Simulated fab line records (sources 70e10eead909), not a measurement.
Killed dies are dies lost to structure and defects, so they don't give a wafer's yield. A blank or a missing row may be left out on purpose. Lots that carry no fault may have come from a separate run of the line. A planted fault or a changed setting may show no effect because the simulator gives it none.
A single fault, viewed from 2 desks    flow nand_harc    each desk holds nothing but its own numbers, with what lay behind them at the end

## AT THE TOOL OWNER'S DESK: rie_diel-08
The tool's own readings at NHARC_P_CONTACT_ETCH_31 (etches the open film in CH3F/O2, target depth 30 nm, time 85.7 s): means of the sampled wafers that have a number, for each lot that ran on this tool. Marked OUT: a lot whose mean sits more than 4 standard deviations from the usual mean, which makes it out of limits; the brackets give that distance.
Columns: A = drypump_motor_current_A at NHARC_P_CONTACT_ETCH_31, usual 5.8 A; B = oes_product_au at NHARC_P_CONTACT_ETCH_31, usual 0.981 a.u.; C = rf_vpp_V at NHARC_P_CONTACT_ETCH_31, usual 245.2 V; D = showerhead_plenum_p_Torr at NHARC_P_CONTACT_ETCH_31, usual 2.52 Torr; E = throttle_valve_pct at NHARC_P_CONTACT_ETCH_31, usual 20.664 %
lot   first seen here  A    B                C      D     E
L805  day 6 15:34      5.8  0.983            244.4  2.51  20.667
L807  day 7 11:13      5.8  0.985            245.2  2.58  20.669
L809  day 8 09:05      5.7  0.824 (-12) OUT  244.0  2.47  20.673
L811  day 9 12:12      5.7  0.835 (-11) OUT  243.7  2.41  20.656
L818  day 12 02:13     5.8  0.978            245.7  2.58  20.659
L820  day 12 19:53     5.9  0.970            246.4  2.62  20.661
Finding of this desk: L809, L811 out of limits; the first was L809 at day 8 09:05, on oes_product_au at NHARC_P_CONTACT_ETCH_31. In limits: L805, L807, L818, L820.

## AT THE METROLOGY DESK
Means of the sampled wafers that have a number, per lot and without regard to the tool the lot ran on: this is what the gauges read. Marked OUT: a lot whose mean sits more than 4 standard deviations from the usual mean, which makes it out of limits; the brackets give that distance.
Columns: A = overlay_x_nm at NHARC_P_CONTACT_OVL_MEAS_13, usual -0.4 nm; B = overlay_y_nm at NHARC_P_CONTACT_OVL_MEAS_13, usual 0.3 nm
lot   first seen here  A     B
L805  day 6 14:44      -2.0  -1.3
L806  day 7 02:06      0.6   0.1
L807  day 7 10:22      -0.8  -0.4
L809  day 8 08:14      1.0   -0.5
L811  day 9 11:21      -0.3  -0.3
L818  day 12 01:21     -1.2  -0.9
L817  day 12 03:38     -1.1  0.0
L820  day 12 19:02     1.1   0.5
L821  day 13 13:10     -1.2  0.3
L822  day 13 17:21     -0.6  1.1
L823  day 14 05:11     0.3   0.1
L824  day 14 13:17     -0.1  1.0
L825  day 15 02:20     -0.4  1.7
This desk found nothing out of limits on any of the 13 lots.

## TAKEN TOGETHER
On L809, L811, at day 8 09:05, an alarm was possible from the tool owner's desk.
At the metrology desk, nothing out of limits was observed.
The metrology desk holds a record of L809, L811, inside its limits.
On rie_diel-08, each named lot ran NHARC_P_CONTACT_ETCH_31.

## WHAT THE SIMULATOR PUT IN
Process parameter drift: rie_diel-08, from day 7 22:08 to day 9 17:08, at NHARC_P_CONTACT_ETCH_31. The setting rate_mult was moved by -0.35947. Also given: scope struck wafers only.
Lots struck among those shown: L809, L811.
Time in hours from fault onset to the first out-of-limits reading at each desk: the tool owner's desk, 11.
